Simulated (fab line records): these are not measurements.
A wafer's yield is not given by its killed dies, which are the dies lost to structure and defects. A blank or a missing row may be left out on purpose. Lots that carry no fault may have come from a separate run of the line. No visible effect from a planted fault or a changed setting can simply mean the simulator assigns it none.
2 desks looking at one fault    flow nandHarc    every desk sees just its own numbers, and what lay behind them comes last

## AT THE METROLOGY DESK
Means of the sampled wafers that have a number, per lot and without regard to the tool the lot ran on: this is what the gauges read. The brackets show how far a lot's mean lies from the usual mean; more than 4 standard deviations puts the lot out of limits, marked OUT.
Columns: A = thkNm at NHARC_A_ONON_D2_THK_MEAS_18, usual 1002 nm
lot   first seen here  A
L773  day 12 15:11     1013
L774  day 13 03:14     1016
L775  day 13 03:14     1009
L783  day 17 00:55     1300 (+32) OUT
L785  day 18 04:14     1298 (+32) OUT
L788  day 19 00:38     982
L787  day 19 00:39     999
L790  day 19 20:08     1011
L791  day 20 03:39     997
L792  day 21 05:47     1011
L793  day 21 17:45     1011
L794  day 22 08:13     999
L795  day 22 08:13     1001
L796  day 22 08:13     1004
This desk's finding: out of limits on L783, L785; first on L783, day 17 00:55 (thkNm at NHARC_A_ONON_D2_THK_MEAS_18). Within limits: L773, L774, L775, L788, L787, L790, L791, L792, L793, L794, L795, L796.

## THE DEFECT DESK
What the inspections along the route counted, lot by lot: means of the sampled wafers that have a number. The brackets show how far a lot's mean lies from the usual mean; more than 4 standard deviations puts the lot out of limits, marked OUT.
Columns: A = rawDefectCount at NHARC_A_ONON_D2_INSPECT_32, usual 477
lot   first seen here  A
L773  day 12 18:00     344
L775  day 13 06:03     395
L774  day 13 06:05     448
L783  day 17 03:43     720
L785  day 18 07:03     477
L787  day 19 03:28     559
L788  day 19 03:29     474
L790  day 19 23:01     569
L791  day 20 06:28     379
L792  day 21 08:35     492
L793  day 21 21:00     717
L796  day 22 11:02     427
L794  day 22 11:02     352
L795  day 22 11:04     569
This desk's finding: nothing out of limits on any of the 14 lots.

## ALL TOGETHER
The metrology desk could have raised an alarm at day 17 00:55, on L783, L785.
The defect desk saw nothing out of limits.
The defect desk has L783, L785 on record, within its limits.
Of the lots named, all ran NHARC_A_ONON_D2_DEP_16 on pecvdOnon-01.

## WHAT WAS PUT IN BY THE SIMULATOR
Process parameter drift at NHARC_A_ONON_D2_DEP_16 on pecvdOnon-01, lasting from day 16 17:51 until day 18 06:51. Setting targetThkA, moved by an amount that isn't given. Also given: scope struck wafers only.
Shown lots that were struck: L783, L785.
Delay in hours, fault start to first out-of-limits reading, per desk: metrology desk 7.
